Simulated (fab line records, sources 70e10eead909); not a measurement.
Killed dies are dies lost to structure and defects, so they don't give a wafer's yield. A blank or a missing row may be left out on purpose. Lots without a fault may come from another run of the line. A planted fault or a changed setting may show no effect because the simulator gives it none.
Chamber matching | flow nand_harc | NHARC_A_STAIRCASE_DEP_259 on pecvd-01: 3 sister chambers
The step deposits SiON, target thk 30 nm. 6 wafers are shown with their chamber, then 11 later ones without.

WAFERS WITH THEIR CHAMBER
wafer  | chamber | heater_power_w (W)
L084.6 | 2       | 631
L087.5 | 1       | 613
L086.1 | 0       | 847
L086.2 | 1       | 632
L086.6 | 0       | 832
L086.3 | 2       | 689

WAFERS WITHOUT THEIR CHAMBER
wafer  | heater_power_w (W)
L086.4 | 639
L086.5 | 681
L089.1 | 842
L089.3 | 827
L089.6 | 597
L092.1 | 649
L092.2 | 622
L092.6 | 837
L096.1 | 732
L096.2 | 861
L096.6 | 635

WHICH CHAMBER EACH WENT THROUGH
wafer  | from the rows above          | in truth
L086.4 | can't be placed: 1 or 2      | 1
L086.5 | can't be placed: 2 or 1      | 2
L089.1 | 0                            | 0
L089.3 | 0                            | 0
L089.6 | can't be placed: 1 or 2      | 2
L092.1 | can't be placed: 2 or 1      | 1
L092.2 | can't be placed: 1 or 2      | 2
L092.6 | 0                            | 0
L096.1 | can't be placed: 2 or 0 or 1 | 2
L096.2 | 0                            | 0
L096.6 | can't be placed: 1 or 2      | 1
Placed correctly: 4 of 11. Can't be placed from these rows: 7 (the true chamber is among the candidates in 7). Placed wrongly: 0.
How it was worked out, from the rows above alone: a wafer's distance from a chamber is the root of the sum, over the readings, of the square of ((its reading less the chamber's mean) divided by the reading's scatter). The wafer belongs to the nearest chamber; if the next one is less than 2 further off, it can't be placed. A chamber's mean is the mean of its shown wafers. The scatter: the root of (the sum of the squares of (reading less its chamber's mean) over the shown wafers, divided by (wafers less chambers)).
